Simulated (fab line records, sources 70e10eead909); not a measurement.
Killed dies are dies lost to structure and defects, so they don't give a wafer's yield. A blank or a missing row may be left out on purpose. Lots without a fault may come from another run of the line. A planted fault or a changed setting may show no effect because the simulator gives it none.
One fault seen from 3 desks | flow nand_harc | each desk has only its own numbers; what lay behind them comes last

THE METROLOGY DESK
What the gauges read, lot by lot, whatever tool the lot ran on: means of the sampled wafers that have a number. A lot is out of limits, marked OUT, if its mean lies more than 4 standard deviations from the usual mean; the brackets give that distance.
Columns: A = cd_nm at NHARC_A_CONTACT_CD_MEAS_69, usual 299.9 nm
lot  | first seen here | A
L164 | day 22 09:28    | 299.9
L165 | day 23 02:48    | 299.7
L167 | day 23 05:59    | 299.6
L166 | day 23 22:04    | 299.5
L171 | day 24 19:49    | 299.6
L173 | day 26 03:51    | 300.3
L174 | day 26 04:21    | 299.9
L179 | day 27 15:47    | 300.3
L182 | day 29 11:03    | 299.9
L180 | day 29 19:07    | 299.9
L185 | day 30 14:15    | 300.6
L183 | day 30 14:30    | 299.4
L184 | day 30 17:56    | 299.7
This desk's finding: nothing out of limits on any of the 13 lots.

THE TOOL OWNER'S DESK: litho_track-01
The tool's own readings at NHARC_A_CONTACT_SOFTBAKE_64 (time 55 s): means of the sampled wafers that have a number, for each lot that ran on this tool. A lot is out of limits, marked OUT, if its mean lies more than 4 standard deviations from the usual mean; the brackets give that distance.
Columns: A = exhaust_pa at NHARC_A_CONTACT_SOFTBAKE_64, usual 44.9 Pa; B = heater_power_total_W at NHARC_A_CONTACT_SOFTBAKE_64, usual 188.45 W
lot  | first seen here | A    | B
L165 | day 23 02:00    | 45.1 | 188.38
L171 | day 24 19:00    | 43.8 | 233.43 (+99 or more) OUT
L173 | day 26 03:00    | 44.6 | 278.20 (+99 or more) OUT
L174 | day 26 03:00    | 45.2 | 233.20 (+99 or more) OUT
L180 | day 29 18:00    | 44.3 | 188.36
L185 | day 30 13:00    | 46.1 | 188.50
L184 | day 30 17:00    | 44.7 | 188.45
This desk's finding: out of limits on L171, L173, L174; first on L171, day 24 19:00 (heater_power_total_W at NHARC_A_CONTACT_SOFTBAKE_64). In limits: L165, L180, L185, L184.

THE DEFECT DESK
What the inspections along the route counted, lot by lot: means of the sampled wafers that have a number. A lot is out of limits, marked OUT, if its mean lies more than 4 standard deviations from the usual mean; the brackets give that distance.
Columns: A = raw_defect_count at NHARC_A_CONTACT_INSPECT_71, usual 88
lot  | first seen here | A
L164 | day 22 09:36    | 98
L165 | day 23 02:55    | 23
L167 | day 23 06:07    | 108
L166 | day 23 22:11    | 56
L171 | day 24 19:56    | 126
L173 | day 26 03:58    | 60
L174 | day 26 04:29    | 141
L179 | day 27 15:55    | 155
L182 | day 29 11:10    | 114
L180 | day 29 19:14    | 28
L185 | day 30 14:22    | 41
L183 | day 30 14:37    | 127
L184 | day 30 18:04    | 124
This desk's finding: nothing out of limits on any of the 13 lots.

PUT TOGETHER
The tool owner's desk could have raised an alarm at day 24 19:00, on L171, L173, L174.
The metrology desk saw nothing out of limits.
The defect desk saw nothing out of limits.
The metrology desk has L171, L173, L174 on record, within its limits.
The defect desk has L171, L173, L174 on record, within its limits.
Of the lots named, all ran NHARC_A_CONTACT_SOFTBAKE_64 on litho_track-01.

WHAT THE SIMULATOR HAD PUT IN
Process parameter drift: litho_track-01, from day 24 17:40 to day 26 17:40, at NHARC_A_CONTACT_SOFTBAKE_64. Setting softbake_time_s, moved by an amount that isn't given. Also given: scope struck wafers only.
Lots struck among those shown: L171, L173, L174.
Hours from the fault's start to each desk's first reading out of limits: the tool owner's desk, 1.
